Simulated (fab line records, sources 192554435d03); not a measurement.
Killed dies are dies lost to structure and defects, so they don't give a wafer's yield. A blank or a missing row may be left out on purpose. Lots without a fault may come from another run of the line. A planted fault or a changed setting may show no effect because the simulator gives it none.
Which tool did it? | flow n5_finfet | 12 lots, 36 wafers sampled, at 5 steps of a route of 1938

WHAT THE GAUGES READ, wafer by wafer
N5_BEOL_M6_OVL_MEAS_12.
lot  | measured     | on         | M6_OVL (nm)
L075 | day 9 09:06  | overlay-02 | -1.1 0.5 0.0
L077 | day 9 23:19  | overlay-01 | 0.7 0.5 0.4
L078 | day 10 04:37 | overlay-02 | 0.3 0.9 -0.4
L081 | day 10 22:17 | overlay-01 | 0.2 -0.4 -0.4
L083 | day 11 12:55 | overlay-02 | 0.8 0.5 0.4
L084 | day 11 18:36 | overlay-02 | 0.5 1.7 0.8
L086 | day 11 23:40 | overlay-01 | -0.1 1.7 1.1
L089 | day 12 17:52 | overlay-02 | 0.1 0.3 0.3
L091 | day 13 20:14 | overlay-01 | 0.2 -0.5 -0.4
L092 | day 13 20:45 | overlay-02 | 1.2 0.3 0.5
L096 | day 14 00:14 | overlay-01 | 0.6 -0.1 0.3
L097 | day 14 23:49 | overlay-01 | -1.0 -0.7 -0.9

WHICH TOOL RAN EACH LOT (tool, then ch and the chambers of the sampled wafers, then the start)
lot  | N5_BEOL_M4_ANNEAL_89         | N5_BEOL_M5_ETCH_62                 | N5_BEOL_M5_ETCH_41                            | N5_BEOL_M5_SPUTTER_90
L075 | pvd_sputter-02, day 8 16:10  | rie_diel-01 ch 0,2,3, day 8 21:51  | rie_diel-01 ch 0,1,3, day 9 05:37 or earlier  | pvd_sputter-01, day 9 05:37
L077 | pvd_sputter-03, day 9 04:01  | rie_diel-01 ch 0,3, day 9 09:19    | rie_diel-02 ch 0,2,3, day 9 19:01 or earlier  | pvd_sputter-03, day 9 19:01
L078 | pvd_sputter-02, day 9 07:32  | rie_diel-03 ch 0,2,3, day 9 14:10  | rie_diel-03 ch 0,1,2, day 9 23:31 or earlier  | pvd_sputter-02, day 9 23:31
L081 | pvd_sputter-01, day 10 01:50 | rie_diel-01 ch 0,3, day 10 06:11   | rie_diel-03 ch 0,1,2, day 10 16:43 or earlier | pvd_sputter-02, day 10 16:43
L083 | pvd_sputter-03, day 10 19:11 | rie_diel-03 ch 0,2,3, day 11 01:33 | rie_diel-01 ch 0,1,2, day 11 08:55 or earlier | pvd_sputter-01, day 11 08:55
L084 | pvd_sputter-01, day 11 00:08 | rie_diel-01 ch 0,1,3, day 11 05:04 | rie_diel-02 ch 0,1,3, day 11 15:11 or earlier | pvd_sputter-02, day 11 15:11
L086 | pvd_sputter-02, day 11 03:17 | rie_diel-03 ch 0,3, day 11 10:13   | rie_diel-01 ch 1,2, day 11 20:24 or earlier   | pvd_sputter-01, day 11 20:24
L089 | pvd_sputter-03, day 12 02:00 | rie_diel-03 ch 1,2,3, day 12 06:41 | rie_diel-01 ch 1,2, day 12 14:06 or earlier   | pvd_sputter-01, day 12 14:06
L091 | pvd_sputter-02, day 12 21:22 | rie_diel-01 ch 0,1,3, day 13 04:38 | rie_diel-02 ch 0,2,3, day 13 14:22 or earlier | pvd_sputter-01, day 13 14:22
L092 | pvd_sputter-03, day 13 02:18 | rie_diel-02 ch 1,2, day 13 08:46   | rie_diel-01 ch 2,3, day 13 16:55 or earlier   | pvd_sputter-03, day 13 16:55
L096 | pvd_sputter-01, day 13 07:08 | rie_diel-03 ch 0,2,3, day 13 12:08 | rie_diel-01 ch 0,2, day 13 21:21 or earlier   | pvd_sputter-03, day 13 21:21
L097 | pvd_sputter-03, day 14 04:33 | rie_diel-03 ch 0,1,3, day 14 09:00 | rie_diel-03 ch 1,3, day 14 21:02 or earlier   | pvd_sputter-03, day 14 21:02
- N5_BEOL_M4_ANNEAL_89: time 240 s.
- N5_BEOL_M5_ETCH_62: etches SOC in N2/H2, target depth 75 nm, overetch 15 nm, time 112.5 s.
- N5_BEOL_M5_ETCH_41: etches SiCN in CH3F/O2, target depth 31.5 nm, time 56.7 s.
- N5_BEOL_M5_SPUTTER_90: material Cu, target thk 4.5 nm, time 8.29 s.

THE ANSWER, worked out from the rows above alone
Rule: what is usual is taken from the lots themselves. Put in order of their means at a reading, lots are off if they are a third of the lots or fewer, leave a main group of 4 or more, and stand apart from it by a gap of 3 or more times the standard deviation of the main group's means; of several such gaps the widest counts. A main group whose means are all the same, to the digits that the tables above print for the reading, isn't used. A lot without any number at a reading at which 4 lots or more have one is off too. The other lots that the step has rows for count as sound.
No lot is off at any reading shown: from this, nothing can be told.

WHAT THE SIMULATOR HAD PUT IN
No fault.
